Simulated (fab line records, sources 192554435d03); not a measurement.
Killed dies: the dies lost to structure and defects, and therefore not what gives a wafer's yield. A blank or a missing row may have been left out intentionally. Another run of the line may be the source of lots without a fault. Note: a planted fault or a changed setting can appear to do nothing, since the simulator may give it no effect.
Split-lot study    flow n5Finfet    39 wafers read from 7 lots, route of 1938 steps

== ABOUT THE SPLIT ==
At N5_WELL_APT_EPI_41 (deposits Si from SiH4/H2, target thk 50 nm, time 297.7 s), the setting targetThkA was moved away from the recipe's 500 angstrom on 18 of the 39 wafers read, by -4.4% to +7.4%. This setting was run at the recipe's value on the other wafers.

Reading taken at the split's own step.

== THE READING ==
Si_of_WELL_APT_EPI_41.thkNm (the simulator's own value, which no gauge read), in nm, at N5_WELL_APT_EPI_41 (deposits Si from SiH4/H2, target thk 50 nm, time 297.7 s). There is no usual value for it anywhere in the file. The 21 wafers here that ran the recipe average 49.76 nm, standard deviation 0.49 nm.

wafer   tool, chamber at the split  targetThkA as run, angstrom  against the recipe  Si_of_WELL_APT_EPI_41.thkNm, nm  against lot-mates on the recipe
L081.1  epiRpcvd-01, 0              477.9                        -4.4%               47.86                            -2.12
L081.2  epiRpcvd-01, 0              500                          recipe              49.82                            -
L081.3  epiRpcvd-01, 0              500                          recipe              49.89                            -
L081.4  epiRpcvd-01, 0              477.9                        -4.4%               48.05                            -1.93
L081.5  epiRpcvd-01, 0              477.9                        -4.4%               47.62                            -2.36
L081.6  epiRpcvd-01, 0              500                          recipe              50.22                            -
L082.1  epiRpcvd-04, 0              500                          recipe              49.83                            -
L082.2  epiRpcvd-04, 0              513.9                        +2.8%               50.93                            +1.68
L082.3  epiRpcvd-04, 0              513.9                        +2.8%               51.1                             +1.85
L082.4  epiRpcvd-04, 0              500                          recipe              48.95                            -
L082.5  epiRpcvd-04, 0              513.9                        +2.8%               51.08                            +1.83
L082.6  epiRpcvd-04, 0              500                          recipe              48.98                            -
L084.1  epiRpcvd-01, 0              500                          recipe              50.46                            -
L084.2  epiRpcvd-01, 0              500                          recipe              49.47                            -
L084.3  epiRpcvd-01, 0              537.1                        +7.4%               54.31                            +4.34
L084.4  epiRpcvd-01, 0              500                          recipe              49.98                            -
L084.5  epiRpcvd-01, 0              537.1                        +7.4%               54.22                            +4.25
L084.6  epiRpcvd-01, 0              537.1                        +7.4%               54                               +4.03
L085.2  epiRpcvd-04, 0              500                          recipe              49.76                            -
L085.3  epiRpcvd-04, 0              500                          recipe              49.3                             -
L085.5  epiRpcvd-04, 0              500                          recipe              49.56                            -
L088.1  epiRpcvd-01, 0              515.7                        +3.1%               51.33                            +1.37
L088.2  epiRpcvd-01, 0              500                          recipe              50                               -
L088.3  epiRpcvd-01, 0              515.7                        +3.1%               52.3                             +2.34
L088.4  epiRpcvd-01, 0              500                          recipe              50.08                            -
L088.5  epiRpcvd-01, 0              500                          recipe              49.8                             -
L088.6  epiRpcvd-01, 0              515.7                        +3.1%               51.47                            +1.51
L096.1  epiRpcvd-01, 0              526.9                        +5.4%               51.62                            +2.35
L096.2  epiRpcvd-01, 0              500                          recipe              49.09                            -
L096.3  epiRpcvd-01, 0              500                          recipe              49.62                            -
L096.4  epiRpcvd-01, 0              526.9                        +5.4%               51.87                            +2.60
L096.5  epiRpcvd-01, 0              500                          recipe              49.1                             -
L096.6  epiRpcvd-01, 0              526.9                        +5.4%               51.84                            +2.57
L097.1  epiRpcvd-04, 0              522.3                        +4.5%               52.77                            +2.45
L097.2  epiRpcvd-04, 0              500                          recipe              50.46                            -
L097.3  epiRpcvd-04, 0              500                          recipe              49.67                            -
L097.4  epiRpcvd-04, 0              522.3                        +4.5%               52.44                            +2.12
L097.5  epiRpcvd-04, 0              500                          recipe              50.84                            -
L097.6  epiRpcvd-04, 0              522.3                        +4.5%               52.34                            +2.02

THE FIT
A straight line over all 39 wafers: Si_of_WELL_APT_EPI_41.thkNm changes by +0.517 nm for each +1% of targetThkA; r = +0.95; the points scatter about the line by 0.52 nm.
The same after taking each lot's own level away (the mean of its wafers on the recipe; 39 wafers): +0.522 nm for each +1%; r = +0.98; scatter 0.33 nm.
On that fit, the largest move of targetThkA shifts the reading by 3.9 nm.
The span of the lots' own levels, 49.253 to 50.323 nm, comes to 2.2 times the standard deviation stated above.
The two slopes are in agreement: the lot-to-lot level therefore moves the slope only a little.
Check: for one of the wafers moved furthest among these (+7.4%), held out of the fit, the line's prediction against its lot-mates is +3.85 nm. Against them it came out at +4.34 nm.

== FILE'S OWN FIT ==
Si_of_WELL_APT_EPI_41.thkNm changes by +0.527 nm for each +1% of targetThkA, r = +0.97.
